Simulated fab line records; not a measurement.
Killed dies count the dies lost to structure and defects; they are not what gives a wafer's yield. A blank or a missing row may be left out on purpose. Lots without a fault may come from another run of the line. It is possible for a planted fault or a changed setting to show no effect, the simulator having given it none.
Which tool is to blame? || flow n5_finfet || 11 lots with 33 wafers sampled at 3 steps, on a route of 1938 steps

== WHAT EACH GAUGE READ, for each wafer ==
N5_BEOL_M0_SAQP_OVL_MEAS_41.
{"lot": "L075", "measured": "day 5 23:56", "on": "overlay-02", "M0_CUT1_OVL (nm)": "0.4 -0.6 0.2"}
{"lot": "L078", "measured": "day 6 19:02", "on": "overlay-02", "M0_CUT1_OVL (nm)": "1.4 0.3 0.3"}
{"lot": "L080", "measured": "day 7 00:59", "on": "overlay-02", "M0_CUT1_OVL (nm)": "0.2 0.2 0.0"}
{"lot": "L082", "measured": "day 7 17:19", "on": "overlay-01", "M0_CUT1_OVL (nm)": "1.0 0.6 0.7"}
{"lot": "L084", "measured": "day 8 04:01", "on": "overlay-01", "M0_CUT1_OVL (nm)": "1.9 1.2 0.8"}
{"lot": "L085", "measured": "day 8 20:47", "on": "overlay-01", "M0_CUT1_OVL (nm)": "2.2 1.6 1.9"}
{"lot": "L088", "measured": "day 9 04:30", "on": "overlay-02", "M0_CUT1_OVL (nm)": "1.3 0.9 1.0"}
{"lot": "L090", "measured": "day 9 21:20", "on": "overlay-02", "M0_CUT1_OVL (nm)": "0.9 -0.1 0.4"}
{"lot": "L092", "measured": "day 10 04:09", "on": "overlay-02", "M0_CUT1_OVL (nm)": "1.2 1.2 1.1"}
{"lot": "L094", "measured": "day 10 15:11", "on": "overlay-02", "M0_CUT1_OVL (nm)": "0.7 -0.3 0.1"}
{"lot": "L097", "measured": "day 11 10:08", "on": "overlay-02", "M0_CUT1_OVL (nm)": "0.5 1.2 1.2"}

== TOOL THAT RAN EACH LOT (tool first, then ch and the chambers of the sampled wafers, then the start) ==
{"lot": "L075", "N5_BEOL_M0_SAQP_ILD_DEP_01": "pecvd-02 ch 1,2, day 5 16:57", "N5_BEOL_M0_SAQP_STRIP_86": "rie_diel-03 ch 0,3, day 5 20:22"}
{"lot": "L078", "N5_BEOL_M0_SAQP_ILD_DEP_01": "pecvd-04 ch 0,2, day 6 09:40", "N5_BEOL_M0_SAQP_STRIP_86": "rie_diel-05 ch 0,2, day 6 15:29"}
{"lot": "L080", "N5_BEOL_M0_SAQP_ILD_DEP_01": "pecvd-03 ch 0,2, day 6 20:07", "N5_BEOL_M0_SAQP_STRIP_86": "rie_diel-06 ch 0,3, day 6 21:19"}
{"lot": "L082", "N5_BEOL_M0_SAQP_ILD_DEP_01": "pecvd-02 ch 0,2, day 7 11:27", "N5_BEOL_M0_SAQP_STRIP_86": "rie_diel-03 ch 0,1,3, day 7 13:49"}
{"lot": "L084", "N5_BEOL_M0_SAQP_ILD_DEP_01": "pecvd-02 ch 0,2, day 7 22:40", "N5_BEOL_M0_SAQP_STRIP_86": "rie_diel-05 ch 0,1,3, day 8 00:30"}
{"lot": "L085", "N5_BEOL_M0_SAQP_ILD_DEP_01": "pecvd-03 ch 0,1, day 8 09:20", "N5_BEOL_M0_SAQP_STRIP_86": "rie_diel-06 ch 0,3, day 8 12:12"}
{"lot": "L088", "N5_BEOL_M0_SAQP_ILD_DEP_01": "pecvd-04 ch 0,1,2, day 8 22:10", "N5_BEOL_M0_SAQP_STRIP_86": "rie_diel-06 ch 0,2, day 9 00:47"}
{"lot": "L090", "N5_BEOL_M0_SAQP_ILD_DEP_01": "pecvd-02 ch 0,2, day 9 13:22", "N5_BEOL_M0_SAQP_STRIP_86": "rie_diel-03 ch 0,3, day 9 17:35"}
{"lot": "L092", "N5_BEOL_M0_SAQP_ILD_DEP_01": "pecvd-03 ch 1,2, day 9 22:23", "N5_BEOL_M0_SAQP_STRIP_86": "rie_diel-05 ch 1,3, day 9 23:47"}
{"lot": "L094", "N5_BEOL_M0_SAQP_ILD_DEP_01": "pecvd-02 ch 0,1,2, day 10 09:19", "N5_BEOL_M0_SAQP_STRIP_86": "rie_diel-06 ch 0,3, day 10 11:34"}
{"lot": "L097", "N5_BEOL_M0_SAQP_ILD_DEP_01": "pecvd-02 ch 0,2, day 11 04:20", "N5_BEOL_M0_SAQP_STRIP_86": "rie_diel-05 ch 1,2,3, day 11 06:14"}
- N5_BEOL_M0_SAQP_ILD_DEP_01: deposits SiOC from DEMS/O2, target thk 45.419 nm, time 8.7 s.
- N5_BEOL_M0_SAQP_STRIP_86: strips in N2/H2.

== THE ANSWER, worked out from the rows above alone ==
Rule: usual is defined by the lots themselves. Put in order of their means at a reading, lots are off if they are a third of the lots or fewer, leave a main group of 4 or more, and stand apart from it by a gap of 3 or more times the standard deviation of the main group's means; of several such gaps the widest counts. A main group is skipped when, at the precision printed for the reading in the tables above, its means are all equal. A lot without any number at a reading at which 4 lots or more have one is off too. Where the step has rows for the other lots, those lots are counted as sound.
Nothing can be told from this: no lot is off at any reading shown.

== WHAT THE SIMULATOR HAD PUT IN ==
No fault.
